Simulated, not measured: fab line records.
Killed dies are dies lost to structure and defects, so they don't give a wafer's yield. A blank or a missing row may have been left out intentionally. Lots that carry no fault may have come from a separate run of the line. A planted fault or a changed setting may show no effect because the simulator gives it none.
One fault through the eyes of 3 desks / flow nand-harc / every desk sees just its own numbers, and what lay behind them comes last

== FROM THE METROLOGY DESK ==
What the gauges read for every lot (on any tool): the sampled wafers with a number, averaged. A lot is out of limits, marked OUT, if its mean lies more than 4 standard deviations from the usual mean; the brackets give that distance.
Columns: A = cd-nm at NHARC_P_M1_CD_MEAS_09, usual 130.0 nm; B = overlay-x-nm at NHARC_P_M1_OVL_MEAS_10, usual -0.1 nm; C = overlay-y-nm at NHARC_P_M1_OVL_MEAS_10, usual -0.3 nm; D = cd-nm at NHARC_P_M1_CD_MEAS_16, usual 130.0 nm
lot=L274; first seen here=day 6 16:23; A=129.8; B=0.0; C=-0.7; D=130.3
lot=L276; first seen here=day 7 11:24; A=130.3; B=-1.0; C=0.6; D=130.6
lot=L284; first seen here=day 10 20:24; A=130.5; B=0.7; C=-1.9; D=131.2
lot=L293; first seen here=day 14 08:34; A=130.3; B=-0.6; C=-0.5; D=130.3
lot=L296; first seen here=day 15 20:13; A=129.6; B=-1.5; C=0.1; D=129.7
Result from this desk: across the 5 lots, nothing is out of limits.

== FOR THE TOOL OWNER'S DESK: pvd-sputter-01 ==
The tool's own readings at NHARC_P_M1_PVD_20 (deposits TaN, target thk 5 nm, time 8.06 s): means of the sampled wafers that have a number, for each lot that ran on this tool. A lot is out of limits, marked OUT, if its mean lies more than 4 standard deviations from the usual mean; the brackets give that distance.
Columns: A = throttle-valve-pct at NHARC_P_M1_PVD_20, usual 29.9 %
lot=L274; first seen here=day 6 17:47; A=30.0
lot=L284; first seen here=day 10 21:46; A=30.0
lot=L296; first seen here=day 15 21:32; A=30.0
Result from this desk: across the 3 lots, nothing is out of limits.

== THE DEFECT DESK ==
Lot by lot, what the route's inspections counted, given as the mean of those sampled wafers with a number. A lot is out of limits, marked OUT, if its mean lies more than 4 standard deviations from the usual mean; the brackets give that distance.
Columns: A = raw-defect-count at NHARC_P_M1_INSPECT_11, usual 5
lot=L274; first seen here=day 6 16:31; A=7
lot=L276; first seen here=day 7 11:32; A=1
lot=L284; first seen here=day 10 20:31; A=6
lot=L293; first seen here=day 14 08:41; A=7
lot=L296; first seen here=day 15 20:20; A=5
Result from this desk: across the 5 lots, nothing is out of limits.

== BROUGHT TOGETHER ==
From the metrology desk's view, nothing was out of limits.
The tool owner's desk saw nothing out of limits.
The defect desk saw nothing out of limits.

== WHAT WAS PUT IN BY THE SIMULATOR ==
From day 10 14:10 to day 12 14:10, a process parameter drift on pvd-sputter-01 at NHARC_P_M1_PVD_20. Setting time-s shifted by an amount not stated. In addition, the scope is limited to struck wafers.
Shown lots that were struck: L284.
